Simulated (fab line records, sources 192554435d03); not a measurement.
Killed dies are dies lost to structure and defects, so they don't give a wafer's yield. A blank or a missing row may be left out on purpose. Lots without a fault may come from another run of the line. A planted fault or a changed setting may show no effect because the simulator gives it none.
fab line records | flow n5_finfet | part 2 of 2: steps 9 to 9 of 9
record lots=9 wafers=25 last_day=19
route steps=1938 shown BEOL_M4@1111 BEOL_M5@1116 PASSIVATION@1936
lots that met no fault: from a run of the same line without faults
start_h: hours from the record's first day to the start of the lot's first wafer shown | wait_h: hours since the lot's step before | " the same as in the row above | L1.1+2: a row that stands for several wafers | - no value, or no start given | * or withheld: withheld | < > ~ a bound
route shown NAME@n: a module of which the file shows steps, and the number in the route of the first | usual: mean/standard deviation of fault-free wafers | same: alike in all rows | chamber/n: place in a boat | sites: the reading at each site | _std_site: their standard deviation | _edge_site: outer sites' mean less inner sites' | radius_mm: how far each site lies from the wafer's centre | mask NAME#n: copy n | behind: the tool/chamber that last shaped the wafer | hold: why the lot was held/for how many hours/how that ended | device: the transistor (n, p or np) that didn't switch | end of line: the same wafers' tests at the end of the route | a step without rows: its recipe alone | killed: dies lost to structure and defects at the first sort, not the wafer's yield | map: a wafer's dies, x killed, . not, _ none there
set.NAME: the setting as run; set.NAME@STEP: as run at that earlier step | model.NAME: the simulator's own value behind a step, which no gauge read
steps of the route over a sample of lots; a table a step, a row a wafer
services: from which hour (start_h, from the record's first day; less than 0 if before it) a tool's chamber was out of use, for how many hours, and why
## steps
# step N5_PASSIVATION_PROBE_49
# usual defect_limited_yield=91.2/1.4 killed_at_M0_to_M3=34/9.3 killed_at_M4_up=14/5.9 killed_at_contacts=14/5.7 killed_at_front_end=38/10 killed_at_other=4/3.2 killed_dies=104/17 killed_on_rim=14/4 killed_open=67/13 killed_short=33/6.9 sort_bin_5_function=5.2/1 sort_bin_6_memory=3.3/0.61 sort_bin_8_speed=0.3/1.8 sort_n_pass=1069/52
# same gross_dies=1180 killed_at_back_side=0 sort_bin_4_leakage[%]=0
# columns lot.wafer tool chamber start_h wait_h defect_limited_yield[%] killed_at_M0_to_M3 killed_at_M4_up killed_at_contacts killed_at_front_end killed_at_other killed_dies killed_on_rim killed_open killed_short sort_bin_5_function[%] sort_bin_6_memory[%] sort_bin_8_speed[%] sort_n_pass
L419.2 prober-01 - 286.18 0.1 92.6 19 18 13 31 6 87 15 52 32 4.2 2.8 0 1093
L419.3 prober-01 - 286.23 0.1 93.4 28 9 7 34 0 78 9 46 30 3.7 2.6 0 1102
L419.5 prober-01 - 286.33 0.2 91.6 33 19 8 34 5 99 17 63 35 5.0 2.8 0 1081
L423.3 prober-01 - 332.25 0.1 92.5 27 14 15 31 2 89 12 55 32 4.4 2.9 0 1091
L423.6 prober-01 - 332.40 0.3 94.2 22 4 11 30 2 69 7 48 19 3.0 2.5 0 1107
L421.1 prober-02 - 349.74 0.8 90.4 36 12 11 44 10 113 10 63 42 6.3 3.0 0 1067
L421.5 prober-02 - 349.94 1.0 93.0 30 12 3 36 2 83 12 51 27 3.7 3.0 0 1097
L421.6 prober-02 - 349.99 1.0 92.5 33 8 12 34 1 88 8 58 26 3.8 3.3 0 1092
L428.1 prober-01 - 350.39 0.9 91.7 42 5 8 43 0 98 11 56 37 4.4 3.5 0.2 1081
L428.2 prober-01 - 350.44 1.0 89.6 38 23 14 45 3 123 15 85 34 6.9 3.5 0 1057
L428.5 prober-01 - 350.59 1.1 90.8 38 10 22 38 1 109 12 71 34 6.0 2.9 0 1071
L435.1 prober-02 - 428.36 0.0 0 25 1078 13 58 6 1180 152 74 43 95.8 3.9 0 0
L435.2 prober-02 - 428.41 0.1 88.9 31 13 9 77 1 131 19 96 34 7.2 3.7 0 1049
L435.4 prober-02 - 428.51 0.2 0 32 1093 5 49 1 1180 152 63 32 97.0 2.6 0 0
L439.1 prober-01 - 428.67 0.0 91.2 28 8 21 37 10 104 15 63 29 5.3 3.3 0 1076
L439.2 prober-01 - 428.72 0.1 91.1 45 13 15 28 4 105 14 67 33 5.6 3.1 0 1075
L439.5 prober-01 - 428.87 0.2 92.0 35 12 12 32 3 94 16 57 31 4.5 2.8 0 1086
L437.3 prober-01 - 431.67 0.1 90.6 42 19 22 25 3 111 19 63 29 5.8 3.3 0 1069
L437.4 prober-01 - 431.72 0.2 89.5 37 16 7 25 39 124 34 56 33 7.5 2.8 0 1056
L437.5 prober-01 - 431.77 0.2 0 33 1104 6 30 7 1180 152 64 22 96.5 3.3 0 0
L442.1 prober-01 - 461.54 0.7 89.5 45 15 9 47 8 124 25 65 44 6.3 3.6 0 1056
L442.4 prober-01 - 461.69 0.8 91.2 33 13 7 41 10 104 15 63 35 5.8 2.9 0 1076
L441.3 prober-01 - 461.94 0.9 93.9 23 21 14 12 2 72 12 53 17 3.6 2.2 0 1108
L441.5 prober-01 - 462.04 1.0 91.7 29 17 18 32 2 98 12 67 28 4.8 3.2 0 1082
L441.6 prober-01 - 462.09 1.0 93.0 26 14 9 31 3 83 10 56 27 4.2 2.7 0 1097
# killed by level:class
L419.2 MOL_CONTACT_COAG:geometric_particle:open=9 BEOL_M4:geometric_particle:open=9 DUMMY_GATE:geometric_particle:open=7 FIN_SAQP:geometric_particle:open=6 FIN_SAQP:geometric_particle:short=6 BEOL_M3:geometric_particle:open=4 MOL_CONTACT_COAG:geometric_particle:short=4 BEOL_M1:geometric_particle:open=4
L419.3 FIN_SAQP:geometric_particle:open=10 FIN_SAQP:geometric_particle:short=10 BEOL_M0_SAQP:geometric_particle:open=7 MOL_CONTACT_COAG:geometric_particle:open=5 BEOL_M1:geometric_particle:short=5 BEOL_M1:geometric_particle:open=4 BEOL_M0_SAQP:geometric_particle:short=4 BEOL_M3:geometric_particle:open=4
L419.5 FIN_SAQP:geometric_particle:short=9 FIN_SAQP:geometric_particle:open=7 BEOL_M1:geometric_particle:open=7 MOL_CONTACT_COAG:geometric_particle:open=6 DUMMY_GATE:geometric_particle:open=5 BEOL_M0:geometric_particle:open=5 BEOL_M3:geometric_particle:short=5 BEOL_M3:geometric_particle:open=5
L423.3 MOL_CONTACT_COAG:geometric_particle:open=11 BEOL_M4:geometric_particle:open=7 FIN_SAQP:geometric_particle:short=6 DUMMY_GATE:geometric_particle:open=5 BEOL_M3:geometric_particle:open=5 BEOL_M0_SAQP:geometric_particle:open=5 GATE_CUT:geometric_particle:short=4 BEOL_M0_SAQP:geometric_particle:short=4
L423.6 MOL_CONTACT_COAG:geometric_particle:open=11 BEOL_M3:geometric_particle:open=8 GATE_CUT:geometric_particle:short=6 ILD0:geometric_particle:open=4 BEOL_M0_SAQP:geometric_particle:short=4 BEOL_M0_SAQP:geometric_particle:open=4 STARTING-WAFER:geometric_particle:open=4 STI_FIN_REVEAL:geometric_particle:open=3
L421.1 FIN_SAQP:geometric_particle:short=17 FIN_SAQP:geometric_particle:open=16 MOL_CONTACT_COAG:geometric_particle:open=9 BEOL_M2:geometric_particle:open=7 BEOL_M0_SAQP:geometric_particle:open=6 BEOL_M3:geometric_particle:open=6 PASSIVATION:area_etch=6 GATE_CUT:geometric_particle:short=4
L421.5 FIN_SAQP:geometric_particle:open=13 BEOL_M1:geometric_particle:open=7 FIN_SAQP:geometric_particle:short=6 BEOL_M0_SAQP:geometric_particle:short=6 BEOL_M3:geometric_particle:open=6 DUMMY_GATE:geometric_particle:open=3 BEOL_M0_SAQP:geometric_particle:open=3 BEOL_M1:geometric_particle:short=3
L421.6 FIN_SAQP:geometric_particle:open=16 MOL_CONTACT_COAG:geometric_particle:open=10 FIN_SAQP:geometric_particle:short=7 BEOL_M3:geometric_particle:open=7 BEOL_M1:geometric_particle:open=5 BEOL_M0_SAQP:geometric_particle:short=4 BEOL_M2:geometric_particle:open=4 BEOL_M1:geometric_particle:short=3
L428.1 BEOL_M0_SAQP:geometric_particle:short=14 BEOL_M0_SAQP:geometric_particle:open=11 BEOL_M2:geometric_particle:open=11 STI_FIN_REVEAL:geometric_particle:open=9 FIN_SAQP:geometric_particle:short=7 MOL_CONTACT_COAG:geometric_particle:open=6 STARTING-WAFER:geometric_particle:short=5 FIN_SAQP:geometric_particle:open=4
L428.2 BEOL_M0_SAQP:geometric_particle:open=15 BEOL_M4:geometric_particle:open=14 MOL_CONTACT_COAG:geometric_particle:open=12 STI_FIN_REVEAL:geometric_particle:open=10 BEOL_M0_SAQP:geometric_particle:short=8 BEOL_M2:geometric_particle:open=7 FIN_SAQP:geometric_particle:short=6 FIN_SAQP:geometric_particle:open=6
L428.5 MOL_CONTACT_COAG:geometric_particle:open=19 BEOL_M0_SAQP:geometric_particle:short=15 STI_FIN_REVEAL:geometric_particle:open=12 BEOL_M4:geometric_particle:open=10 BEOL_M0_SAQP:geometric_particle:open=8 FIN_SAQP:geometric_particle:short=6 STARTING-WAFER:geometric_particle:open=5 FIN_SAQP:geometric_particle:open=4
L435.1 BEOL_M5:area_open=1063 STI_FIN_REVEAL:geometric_particle:open=20 MOL_CONTACT_COAG:geometric_particle:open=10 FIN_SAQP:geometric_particle:short=9 BEOL_M2:geometric_particle:open=7 BEOL_M4:geometric_particle:open=7 FIN_SAQP:geometric_particle:open=6 BEOL_M2:geometric_particle:short=6
L435.2 STI_FIN_REVEAL:geometric_particle:open=49 STI_FIN_REVEAL:geometric_particle:short=11 MOL_CONTACT_COAG:geometric_particle:open=7 BEOL_M0_SAQP:geometric_particle:open=7 BEOL_M5:geometric_particle:open=7 BEOL_M2:geometric_particle:open=6 BEOL_M0_SAQP:geometric_particle:short=5 FIN_SAQP:geometric_particle:short=4
L435.4 BEOL_M5:area_open=1084 STI_FIN_REVEAL:geometric_particle:open=16 FIN_SAQP:geometric_particle:open=8 BEOL_M0_SAQP:geometric_particle:short=7 BEOL_M0_SAQP:geometric_particle:open=7 STI_FIN_REVEAL:geometric_particle:short=5 GATE_CUT:geometric_particle:short=5 BEOL_M1:geometric_particle:open=4
L439.1 MOL_CONTACT_COAG:geometric_particle:open=15 BEOL_M2:geometric_particle:open=10 FIN_SAQP:geometric_particle:open=7 GATE_CUT:geometric_particle:short=7 BEOL_M3:geometric_particle:open=6 PASSIVATION:area_etch=6 FIN_CUT:geometric_particle:short=5 MOL_CONTACT_COAG:geometric_particle:short=5
L439.2 BEOL_M2:geometric_particle:open=15 MOL_CONTACT_COAG:geometric_particle:open=11 BEOL_M3:geometric_particle:open=10 BEOL_M1:geometric_particle:open=8 FIN_SAQP:geometric_particle:short=5 BEOL_M0_SAQP:geometric_particle:short=5 STI_FIN_REVEAL:geometric_particle:open=5 BEOL_M4:geometric_particle:open=5
L439.5 FIN_SAQP:geometric_particle:open=8 MOL_CONTACT_COAG:geometric_particle:open=8 BEOL_M0_SAQP:geometric_particle:open=8 BEOL_M3:geometric_particle:open=6 BEOL_M0_SAQP:geometric_particle:short=5 STARTING-WAFER:geometric_particle:short=5 FIN_SAQP:geometric_particle:short=4 STI_FIN_REVEAL:geometric_particle:open=4
L437.3 MOL_CONTACT_COAG:area_etch=18 BEOL_M1:geometric_particle:open=9 BEOL_M4:geometric_particle:open=9 BEOL_M2:geometric_particle:open=8 BEOL_M0_SAQP:geometric_particle:short=8 BEOL_M0_SAQP:geometric_particle:open=8 DUMMY_GATE:geometric_particle:open=5 BEOL_M7:geometric_particle:open=5
L437.4 PASSIVATION:area_etch=32 BEOL_M1:geometric_particle:open=9 BEOL_M0_SAQP:geometric_particle:short=7 BEOL_M4:geometric_particle:open=7 MOL_CONTACT_COAG:geometric_particle:open=5 BEOL_M0_SAQP:geometric_particle:open=5 STARTING-WAFER:geometric_particle:open=5 FIN_SAQP:geometric_particle:open=4
L437.5 BEOL_M5:area_open=1088 STI_FIN_REVEAL:geometric_particle:open=9 BEOL_M4:geometric_particle:open=8 BEOL_M2:geometric_particle:open=7 FIN_SAQP:geometric_particle:open=6 BEOL_M0:geometric_particle:open=6 MOL_CONTACT_COAG:geometric_particle:open=5 BEOL_M1:geometric_particle:open=4
L442.1 BEOL_M3:geometric_particle:open=13 FIN_SAQP:geometric_particle:short=11 BEOL_M0_SAQP:geometric_particle:short=8 FIN_CUT:area_etch=8 BEOL_M1:geometric_particle:open=7 MOL_CONTACT_COAG:geometric_particle:open=6 BEOL_M4:geometric_particle:open=6 ILD0:geometric_particle:short=5
L442.4 FIN_SAQP:geometric_particle:short=12 FIN_SAQP:geometric_particle:open=11 BEOL_M2:geometric_particle:open=8 BEOL_M3:geometric_particle:open=6 BEOL_M0_SAQP:geometric_particle:short=4 MOL_CONTACT_COAG:geometric_particle:open=4 BEOL_M1:geometric_particle:open=4 STARTING-WAFER:geometric_particle:short=4
L441.3 MOL_CONTACT_COAG:geometric_particle:open=13 BEOL_M2:geometric_particle:open=10 BEOL_M4:geometric_particle:open=8 BEOL_M0_SAQP:geometric_particle:open=4 BEOL_M0_SAQP:geometric_particle:short=4 BEOL_M8:geometric_particle:open=3 BEOL_M6:geometric_particle:open=3 STI_FIN_REVEAL:geometric_particle:open=2
L441.5 MOL_CONTACT_COAG:geometric_particle:open=16 BEOL_M0_SAQP:geometric_particle:open=11 BEOL_M4:geometric_particle:open=9 BEOL_M0_SAQP:geometric_particle:short=8 STI_FIN_REVEAL:geometric_particle:open=7 STARTING-WAFER:geometric_particle:short=5 BEOL_M3:geometric_particle:open=3 BEOL_M5:geometric_particle:open=3
L441.6 BEOL_M0_SAQP:geometric_particle:open=8 BEOL_M2:geometric_particle:open=8 FIN_SAQP:geometric_particle:open=7 MOL_CONTACT_COAG:geometric_particle:open=6 BEOL_M4:geometric_particle:open=5 STI_FIN_REVEAL:geometric_particle:open=4 BEOL_M0_SAQP:geometric_particle:short=4 FIN_SAQP:geometric_particle:short=3
## services
# columns tool chamber start_h hours kind
pvd_sputter-01 - 155.00 1.1 repair
pvd_sputter-01 - 161.50 48.4 repair
rie_diel-05 3 162.96 6.1 repair
rie_diel-05 2 176.92 13.9 repair
rie_diel-06 0 177.68 4.9 repair
rie_diel-06 - 185.73 0.7 repair
rie_diel-01 3 191.61 6.5 repair
rie_diel-01 1 226.27 14.9 repair
rie_diel-01 3 231.16 2.1 repair
rie_diel-01 1 243.55 4.0 repair
rie_diel-05 2 245.07 - clean
rie_diel-05 2 283.64 2.9 repair
rie_diel-05 2 290.80 7.5 repair
rie_diel-01 2 321.42 - clean
rie_diel-01 2 321.42 - consumable_replace:focus_ring
rie_diel-01 2 321.42 26.0 scheduled_down
rie_diel-01 2 321.42 26.0 vent_cycle
rie_diel-06 1 338.94 - clean
rie_diel-06 1 338.94 - consumable_replace:focus_ring
rie_diel-06 1 338.94 - consumable_replace:showerhead
rie_diel-06 1 338.94 19.4 scheduled_down
rie_diel-06 1 338.94 19.4 vent_cycle
rie_diel-05 2 344.91 8.1 repair
rie_diel-01 1 352.91 9.1 repair
## key
first_sign step=N5_BEOL_M5_VIA_ETCH_34 reading=oes_product_au direction=down sigmas=6.5 usual=0.78 struck=0.27
effect step=N5_BEOL_M5_OCD_MEAS_38 reading=trench_depth_nm direction=missing
effect step=N5_BEOL_M5_CD_MEAS_35 reading=cd_nm direction=missing
effect step=N5_PASSIVATION_PROBE_49 reading=killed_at_M4_up direction=up sigmas=99+ usual=14 struck=1092
more_kills_born_at N5_BEOL_M5_HM_OPEN_17@rie_metal-02=2147 N5_BEOL_M5_HM_OPEN_17@rie_metal-01=1088
met_at N5_BEOL_M5_HM_DEP_02
struck_lots L435,L437
struck_wafers L435.1,L435.4,L437.5
later_rows_left_out L435.1,L435.4,L437.5
baseline_loss step=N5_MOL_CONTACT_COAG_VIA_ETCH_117 wafers=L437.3
baseline_loss step=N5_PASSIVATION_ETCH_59 wafers=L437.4
not_acting_at N5_BEOL_M5_DESCUM_16,N5_BEOL_M5_STRIP_64,N5_BEOL_M5_CD_MEAS_18
onset_between 245.14 325.31
fault kind=process_parameter_drift tool=pvd_sputter-01 chamber=- onset_h=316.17 steps=N5_BEOL_M5_HM_DEP_02 channel=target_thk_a offset=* shape=step end_h=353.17 acts_in=* stated=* scope=struck_wafers_only
# later_rows_left_out: the simulator's readings of these wafers behind a module that went badly wrong aren't trusted and aren't shown, but for the sort
# baseline_loss: these wafers lose ten dies or more at that step, a loss of the line's own and not of a fault; the sort's usual values leave them out
